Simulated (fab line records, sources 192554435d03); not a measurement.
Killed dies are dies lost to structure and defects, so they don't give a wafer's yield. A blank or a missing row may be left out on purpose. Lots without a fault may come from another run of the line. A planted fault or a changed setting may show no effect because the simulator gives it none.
Split-lot experiment | flow n5_finfet | 7 lots, 39 wafers read, on a route of 1938 steps

THE SPLIT
At N5_HKMG_FIN_HK_ALD_01 (deposits HfO2, target thk 1.6 nm, pulse time 3 s, purge time 3 s), the setting ald_cycles was moved away from the recipe's 30 on 6 of the 39 wafers read, by -46.7% to +20.0%. The other wafers ran this setting at the recipe's value.

FROM THE SPLIT TO THE READING: what the file shows between them, 4 steps
- N5_HKMG_FIN_HK_ANNEAL_02: time 30 s
- N5_HKMG_FIN_ALD_74: deposits La2O3, target thk 0.5 nm, pulse time 6 s, co reactant pulse time 1 s
- N5_HKMG_FIN_WET_ETCH_82: etches La2O3 in dHCl, stops on HfO2, target depth 2 nm, rinse time 30 s
- N5_HKMG_FIN_ALD_36: deposits TiN, target thk 1 nm, pulse time 1 s, purge time 3 s

THE READING
HK_THK, in nm, at N5_HKMG_FIN_THK_MEAS_70 (measures by xrf). Fault-free wafers of this fab line usually give 1.598 nm, standard deviation 0.019 nm.

wafer  | tool, chamber at the split | ald_cycles as run | against the recipe | HK_THK, nm | against lot-mates on the recipe
L077.1 | ald_hk-02, 2,0,1,3,2,1     | 30                | recipe             | 1.613      | -
L077.2 | ald_hk-02, 2,0,1,3,2,1     | 30                | recipe             | 1.633      | -
L077.3 | ald_hk-02, 2,0,1,3,2,1     | 30                | recipe             | 1.585      | -
L077.4 | ald_hk-02, 2,0,1,3,2,1     | 30                | recipe             | 1.605      | -
L077.5 | ald_hk-02, 2,0,1,3,2,1     | 30                | recipe             | 1.614      | -
L077.6 | ald_hk-02, 2,0,1,3,2,1     | 30                | recipe             | 1.627      | -
L080.1 | ald_hk-02, 1,0,2,3,2,1     | 30                | recipe             | 1.606      | -
L080.2 | ald_hk-02, 1,0,2,3,2,1     | 30                | recipe             | 1.603      | -
L080.3 | ald_hk-02, 1,0,2,3,2,1     | 30                | recipe             | 1.612      | -
L080.4 | ald_hk-02, 1,0,2,3,2,1     | 30                | recipe             | 1.619      | -
L080.5 | ald_hk-02, 1,0,2,3,2,1     | 30                | recipe             | 1.572      | -
L080.6 | ald_hk-02, 1,0,2,3,2,1     | 30                | recipe             | 1.584      | -
L084.1 | ald_hk-01, 0,2,3           | 30                | recipe             | 1.623      | -
L084.2 | ald_hk-01, 1,3,2           | 16                | -46.7%             | 0.879      | -0.727
L084.3 | ald_hk-01, 0,2,3           | 30                | recipe             | 1.596      | -
L084.4 | ald_hk-01, 1,3,2           | 16                | -46.7%             | 0.832      | -0.774
L084.5 | ald_hk-01, 0,2,3           | 30                | recipe             | 1.599      | -
L084.6 | ald_hk-01, 1,3,2           | 16                | -46.7%             | 0.825      | -0.781
L085.1 | ald_hk-03, 2,3,0           | 30                | recipe             | 1.635      | -
L085.5 | ald_hk-03, 2,3,0           | 30                | recipe             | 1.598      | -
L085.6 | ald_hk-03, 2,3,0           | 30                | recipe             | 1.594      | -
L087.1 | ald_hk-01, 0,3,2,1,1,0     | 30                | recipe             | 1.607      | -
L087.2 | ald_hk-01, 0,3,2,1,1,0     | 30                | recipe             | 1.595      | -
L087.3 | ald_hk-01, 0,3,2,1,1,0     | 30                | recipe             | 1.586      | -
L087.4 | ald_hk-01, 0,3,2,1,1,0     | 30                | recipe             | 1.583      | -
L087.5 | ald_hk-01, 0,3,2,1,1,0     | 30                | recipe             | 1.575      | -
L087.6 | ald_hk-01, 0,3,2,1,1,0     | 30                | recipe             | 1.570      | -
L092.1 | ald_hk-03, 2,0,1           | 36                | +20.0%             | 1.918      | +0.343
L092.2 | ald_hk-03, 2,0,1           | 36                | +20.0%             | 1.946      | +0.371
L092.3 | ald_hk-03, 3,2,1           | 30                | recipe             | 1.570      | -
L092.4 | ald_hk-03, 2,0,1           | 36                | +20.0%             | 1.890      | +0.315
L092.5 | ald_hk-03, 3,2,1           | 30                | recipe             | 1.581      | -
L092.6 | ald_hk-03, 3,2,1           | 30                | recipe             | 1.573      | -
L093.1 | ald_hk-01, 1,3,2,0,3,2     | 30                | recipe             | 1.578      | -
L093.2 | ald_hk-01, 1,3,2,0,3,2     | 30                | recipe             | 1.632      | -
L093.3 | ald_hk-01, 1,3,2,0,3,2     | 30                | recipe             | 1.571      | -
L093.4 | ald_hk-01, 1,3,2,0,3,2     | 30                | recipe             | 1.587      | -
L093.5 | ald_hk-01, 1,3,2,0,3,2     | 30                | recipe             | 1.571      | -
L093.6 | ald_hk-01, 1,3,2,0,3,2     | 30                | recipe             | 1.588      | -
Where a row lists several chambers, the file gives one row for several wafers and doesn't say which wafer went through which chamber.

THE FIT
A straight line over all 39 wafers: HK_THK changes by +0.0161 nm for each +1% of ald_cycles; r = +1.00; the points scatter about the line by 0.021 nm.
The same after taking each lot's own level away (the mean of its wafers on the recipe; 39 wafers): +0.0165 nm for each +1%; r = +1.00; scatter 0.018 nm.
On that fit, the largest move of ald_cycles shifts the reading by 0.77 nm.
The lots' own levels span 1.5747 to 1.6128 nm, that is 2.0 times the standard deviation above.
So the lot-to-lot level changes the slope little: the two slopes agree.
Check: with one of the wafers moved furthest among these (-46.7%) left out of the fit, the line predicts -0.782 nm for it against its lot-mates. It came out at -0.727 nm against them.

OTHER SPLITS ON THESE WAFERS
These wafers also went through other splits before the reading. Each is held against what the fit with the lots' levels taken away leaves over:
other split on the same wafers          | wafers away from the commonest value | r with HK_THK (lot level and that fit taken away)
N5_ZERO_LAYER_DEVELOP_10 develop_time_s | 18                                   | +0.27
N5_SD_EPI_N_ETCH_16 target_depth_a      | 12                                   | +0.04

THE WHOLE CHAIN: every reading that the file lists as answering this split, in the file's order
step                    | what it does                                                     | reading                                                                            | change (the file's fit)                | r (the file's)
N5_HKMG_FIN_HK_ALD_01   | deposits HfO2, target thk 1.6 nm, pulse time 3 s, purge time 3 s | HfO2_of_HKMG_FIN_HK_ALD_01.thk_nm (the simulator's own value, which no gauge read) | +0.0176 nm for each +1% of the setting | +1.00
N5_HKMG_FIN_THK_MEAS_70 | measures by xrf                                                  | HK_THK                                                                             | +0.0164 for each +1% of the setting    | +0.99

THE FILE'S OWN FIT
HK_THK changes by +0.0164 nm for each +1% of ald_cycles, r = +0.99.
